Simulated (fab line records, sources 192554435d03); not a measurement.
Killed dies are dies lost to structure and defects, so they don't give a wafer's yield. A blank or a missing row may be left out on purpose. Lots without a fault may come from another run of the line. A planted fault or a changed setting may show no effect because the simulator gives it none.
Split-lot experiment | flow n5_finfet | 7 lots, 21 wafers read, on a route of 1938 steps

THE SPLIT
At N5_BEOL_M4_COAT_73 (time 60 s, resist thk 5 nm), the setting spin_rpm was moved away from the recipe's 1500 rpm on 7 of the 21 wafers read, by -10.4% to +10.6%. The other wafers ran this setting at the recipe's value.

FROM THE SPLIT TO THE READING: what the file shows between them, 3 steps
- N5_BEOL_M4_COAT_05: resist thk 30 nm
- N5_BEOL_M4_EBR_07
- N5_BEOL_M4_DESCUM_16: chemistry O2, time 7 s

THE READING
etch.depth_nm (the simulator's own value, which no gauge read), in nm, at N5_BEOL_M4_ETCH_74 (etches underlayer in N2/H2, target depth 6.5 nm, time 5.2 s). The file gives no usual value for it. The 14 wafers here that ran the recipe average 5.006 nm, standard deviation 0.0086 nm.

wafer  | tool, chamber at the split | spin_rpm as run, rpm | against the recipe | etch.depth_nm, nm | against lot-mates on the recipe
L076.1 | litho_track-04, 0          | 1500                 | recipe             | 5.014             | -
L076.3 | litho_track-04, 0          | 1401                 | -6.6%              | 5.207             | +0.193
L076.6 | litho_track-04, 0          | 1401                 | -6.6%              | 5.192             | +0.178
L077.3 | litho_track-03, 0          | 1500                 | recipe             | 4.994             | -
L077.4 | litho_track-03, 0          | 1500                 | recipe             | 5.005             | -
L077.6 | litho_track-03, 0          | 1659                 | +10.6%             | 4.754             | -0.245
L078.2 | litho_track-04, 0          | 1500                 | recipe             | 5.006             | -
L078.4 | litho_track-04, 0          | 1500                 | recipe             | 5.013             | -
L078.5 | litho_track-04, 0          | 1500                 | recipe             | 5.001             | -
L081.3 | litho_track-03, 0          | 1500                 | recipe             | 5.003             | -
L081.4 | litho_track-03, 0          | 1500                 | recipe             | 5.003             | -
L081.6 | litho_track-03, 0          | 1500                 | recipe             | 4.994             | -
L091.2 | litho_track-02, 0          | 1500                 | recipe             | 5.021             | -
L091.3 | litho_track-02, 0          | 1500                 | recipe             | 5.015             | -
L091.6 | litho_track-02, 0          | 1500                 | recipe             | 5.013             | -
L093.2 | litho_track-03, 0          | 1500                 | recipe             | 4.991             | -
L093.4 | litho_track-03, 0          | 1344                 | -10.4%             | 5.282             | +0.291
L093.5 | litho_track-03, 0          | 1344                 | -10.4%             | 5.282             | +0.291
L095.3 | litho_track-04, 0          | 1406                 | -6.3%              | 5.164             | +0.157
L095.4 | litho_track-04, 0          | 1406                 | -6.3%              | 5.164             | +0.157
L095.5 | litho_track-04, 0          | 1500                 | recipe             | 5.007             | -

THE FIT
A straight line over all 21 wafers: etch.depth_nm changes by -0.026 nm for each +1% of spin_rpm; r = -1.00; the points scatter about the line by 0.012 nm.
The same after taking each lot's own level away (the mean of its wafers on the recipe; 21 wafers): -0.0262 nm for each +1%; r = -1.00; scatter 0.011 nm.
On that fit, the largest move of spin_rpm shifts the reading by 0.28 nm.
The lots' own levels span 4.9910 to 5.0163 nm, that is 3.0 times the standard deviation above.
So the lot-to-lot level changes the slope little: the two slopes agree.
Check: with one of the wafers moved furthest among these (+10.6%) left out of the fit, the line predicts -0.292 nm for it against its lot-mates. It came out at -0.245 nm against them.

THE WHOLE CHAIN: every reading that the file lists as answering this split, in the file's order
step               | what it does                                                | reading                                                                            | change (the file's fit)                                                          | r (the file's)
N5_BEOL_M4_ETCH_74 | etches underlayer in N2/H2, target depth 6.5 nm, time 5.2 s | CAR-EUV_of_BEOL_M4_COAT_05.thk_nm (the simulator's own value, which no gauge read) | not straight: 20 at the lowest setting, 20.34 at the recipe, 20.6 at the highest | not given
N5_BEOL_M4_ETCH_74 | etches underlayer in N2/H2, target depth 6.5 nm, time 5.2 s | etch.depth_nm (the simulator's own value, which no gauge read)                     | -0.0258 nm for each +1% of the setting                                           | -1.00

THE FILE'S OWN FIT
etch.depth_nm changes by -0.0258 nm for each +1% of spin_rpm, r = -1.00.
